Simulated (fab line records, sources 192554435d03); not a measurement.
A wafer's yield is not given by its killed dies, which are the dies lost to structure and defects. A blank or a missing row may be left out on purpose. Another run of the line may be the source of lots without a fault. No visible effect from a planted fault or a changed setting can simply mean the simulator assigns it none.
One fault seen from 2 desks -- flow n5 finfet -- every desk sees just its own numbers, and what lay behind them comes last

## THE METROLOGY DESK
Means of the sampled wafers that have a number, per lot and without regard to the tool the lot ran on: this is what the gauges read. If a lot's mean is further than 4 standard deviations from the usual mean, the lot is out of limits and carries the mark OUT (the distance appears in the brackets). It has 28 readings, of which 7 appear: the earliest out of limits, and the ones furthest out on some lot.
Columns: A = trench depth nm at N5_BEOL_M13_OCD_MEAS_35, usual 412 nm; B = M13_THK at N5_BEOL_M13_THK_MEAS_50, usual 416 nm; C = M13_RS at N5_BEOL_M13_RS_MEAS_54, usual 0.0451 ohm/sq; D = COMB_M15 at N5_BEOL_M15_RC_MEAS_101, usual 1.9e-12 S/m; E = COMB_M6_max_site at N5_BEOL_M15_RC_MEAS_101, usual 3.6e-11 S/m; F = SERP_M13 at N5_BEOL_M15_RC_MEAS_101, usual 0.312 ohm/um; G = SERP_M13_max_site at N5_BEOL_M15_RC_MEAS_101, usual 0.315 ohm/um
lot,first seen here,A,B,C,D,E,F,G
L904,day 11 06:08,410,416,0.0453,3.1e-12,4.2e-11,0.312,0.315
L906,day 12 04:50,415,422,0.0448,2.1e-12,3.1e-11,0.315,0.317
L907,day 12 05:41,407,408,0.0458,2.1e-12,4.2e-11,0.322,0.324
L914,day 14 01:19,408,409,0.0458,1.6e-12,3.0e-11,0.312,0.315
L921,day 16 08:18,375 (-5.1) OUT,378 (-5.0) OUT,0.0498 (+5.8) OUT,2.0e-12,3.6e-11,0.341,0.345
L922,day 16 10:32,374 (-5.3) OUT,376 (-5.2) OUT,0.0499 (+5.9) OUT,2.0e-12,3.8e-11,0.343 (+4.1) OUT,0.346
L925,day 17 01:49,409,416,0.0455,1.8e-12,5.4e-11,0.317,0.320
This desk's finding: out of limits on L921, L922; first on L921, day 16 08:18 (trench depth nm at N5_BEOL_M13_OCD_MEAS_35). In limits: L904, L906, L907, L914, L925.

## DESK OF THE TOOL OWNER: rie diel-03
The tool's own readings at N5_BEOL_M13_TRENCH_ETCH_34 (etches SiOC in C4F8/O2/Ar, target depth 413.47 nm, time 162.6 s): means of the sampled wafers that have a number, for each lot that ran on this tool. If a lot's mean is further than 4 standard deviations from the usual mean, the lot is out of limits and carries the mark OUT (the distance appears in the brackets).
Columns: A = drypump motor current A at N5_BEOL_M13_TRENCH_ETCH_34, usual 5.6 A; B = mfc ar sccm at N5_BEOL_M13_TRENCH_ETCH_34, usual 399.9 sccm; C = oes product au at N5_BEOL_M13_TRENCH_ETCH_34, usual 0.80 a.u.; D = rf vpp V at N5_BEOL_M13_TRENCH_ETCH_34, usual 667 V; E = showerhead plenum p Torr at N5_BEOL_M13_TRENCH_ETCH_34, usual 3.47 Torr; F = throttle valve pct at N5_BEOL_M13_TRENCH_ETCH_34, usual 24.10 %
lot,first seen here,A,B,C,D,E,F
L904,day 11 05:58,5.9,398.4,0.85,668,3.46,24.06
L907,day 12 05:31,5.4,401.8,0.80,670,3.57,24.09
L921,day 16 08:08,5.6,400.8,0.80,669,3.56,24.03
L922,day 16 10:21,5.6,400.3,0.80,669,3.49,24.23
Finding of this desk: none of the 4 lots has anything out of limits.

## PUT TOGETHER
The metrology desk could have raised an alarm at day 16 08:18, on L921, L922.
The desk of the tool owner found nothing out of limits.
The tool owner's desk has L921, L922 on record, within its limits.
Every lot named ran N5_BEOL_M13_TRENCH_ETCH_34 on rie diel-03.

## WHAT THE SIMULATOR PUT IN
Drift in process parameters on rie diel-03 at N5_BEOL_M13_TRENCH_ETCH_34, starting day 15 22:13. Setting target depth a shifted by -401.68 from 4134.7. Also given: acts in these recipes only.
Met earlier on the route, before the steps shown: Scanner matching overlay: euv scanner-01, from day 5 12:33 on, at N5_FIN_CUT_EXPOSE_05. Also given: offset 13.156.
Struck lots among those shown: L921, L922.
Delay in hours, fault start to first out-of-limits reading, per desk: metrology desk 10.
